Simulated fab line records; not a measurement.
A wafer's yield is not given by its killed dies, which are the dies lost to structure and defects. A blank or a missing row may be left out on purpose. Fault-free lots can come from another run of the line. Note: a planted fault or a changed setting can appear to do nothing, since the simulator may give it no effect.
Comparing a struck lot with a sound one + flow nand harc + 13 out of 1302 route steps
Sound: the wafers L969.2, L969.3, L969.6. Struck: wafer L984.2 (L984.1, L984.4, from the same lot, were not struck and are left out); the cause is given at the end.
Order at every step that has rows: each side's tool, ch and its chambers, its first start. Under that, the readings that differ: sound wafers + struck wafers + difference of the means + sigmas: that difference in standard deviations of wafers without a fault.
alike: readings with means less than 2 such deviations apart, plus words and numbers identical on both sides. not compared: withheld readings, readings lacking a value on some wafer, bounds such as >300 that could conceal the same value, and numbers that have no deviation in the record and whose values overlap.
Wherever a step has rows on one side only, a row that says differs or no value, or a row with sigmas, the two part there. Non-overlapping numbers with no deviation appear without sigmas and do not part them. A reading that every wafer of one side lacks parts them only if that side has two wafers or more.

first, 5 steps without rows for these wafers: NHARC_A_STAIRCASE_TRIM_187 (chemistry O2, time 211.2 s); NHARC_A_STAIRCASE_ETCH_188 (etches the open film in C4F8/O2, target depth 100 nm, time 40.5 s); NHARC_A_STAIRCASE_TRIM_189 (chemistry O2, time 211.2 s); NHARC_A_STAIRCASE_ETCH_190 (etches the open film in C4F8/O2, target depth 100 nm, time 40.5 s); NHARC_A_STAIRCASE_TRIM_191 (chemistry O2, time 211.2 s).
NHARC_A_STAIRCASE_ETCH_192: etches the open film in C4F8/O2, target depth 100 nm, time 40.5 s.
  sound: rie diel-01 ch 0,2,3; struck: rie diel-01 ch 3
| reading      | sound       | struck | difference | sigmas |
|--------------|-------------|--------|------------|--------|
| rf vpp V (V) | 904 899 891 | 888    | -10        | -2     |
  alike: oes product au, run length s
  not compared: rf hours counter h
NHARC_A_STAIRCASE_TRIM_193: chemistry O2, time 211.2 s.
  sound: rie diel-01 ch 1,2; struck: rie diel-01 ch 0
| reading                | sound                | struck | difference | sigmas |
|------------------------|----------------------|--------|------------|--------|
| throttle valve pct (%) | 17.046 17.025 17.030 | 17.014 | -0.020     | -2     |
  alike: drypump motor current A, mfc ar sccm, oes product au, rf vpp V, showerhead plenum p Torr
  not compared: rf hours counter h
NHARC_A_STAIRCASE_ETCH_194: etches the open film in C4F8/O2, target depth 100 nm, time 40.5 s.
  sound: rie diel-01 ch 1,2,3; struck: rie diel-01 ch 2
  alike: oes product au, rf vpp V, run length s
  not compared: rf hours counter h
then, 2 steps without rows for these wafers: NHARC_A_STAIRCASE_TRIM_196 (chemistry O2, time 211.2 s); NHARC_A_STAIRCASE_ETCH_197 (etches the open film in C4F8/O2, target depth 100 nm, time 40.5 s).
NHARC_A_STAIRCASE_TRIM_198: chemistry O2, time 211.2 s.
  sound: rie diel-04 ch 0,1,3; struck: rie diel-09 ch 2
| reading               | sound             | struck | difference | sigmas |
|-----------------------|-------------------|--------|------------|--------|
| oes product au (a.u.) | 0.993 1.006 0.985 | 1.019  | +0.024     | +2     |
  alike: drypump motor current A, mfc ar sccm, rf vpp V, showerhead plenum p Torr, throttle valve pct
  not compared: rf hours counter h
NHARC_A_STAIRCASE_ETCH_199: etches the open film in C4F8/O2, target depth 100 nm, time 40.5 s.
  sound on rie diel-04 ch 2,3, day 18 21:43; struck on rie diel-09 ch 3, day 26 10:49
| reading          | sound          | struck | difference | sigmas |
|------------------|----------------|--------|------------|--------|
| run length s (s) | 61.5 62.8 62.4 | 50.7   | -11.5      | -25    |
  alike: oes product au, rf vpp V
  not compared: rf hours counter h
NHARC_A_STAIRCASE_TRIM_200: chemistry O2, time 211.2 s.
  sound: rie diel-04 ch 0,1; struck: rie diel-09 ch 2
  alike: drypump motor current A, mfc ar sccm, oes product au, rf vpp V, showerhead plenum p Torr, throttle valve pct
  not compared: rf hours counter h

## WHERE THEY PART
First at NHARC_A_STAIRCASE_ETCH_192; last, within this record, at NHARC_A_STAIRCASE_ETCH_199. Later steps at which nothing parts them and some readings are alike: NHARC_A_STAIRCASE_TRIM_200.

WHY: whatever the simulator had introduced
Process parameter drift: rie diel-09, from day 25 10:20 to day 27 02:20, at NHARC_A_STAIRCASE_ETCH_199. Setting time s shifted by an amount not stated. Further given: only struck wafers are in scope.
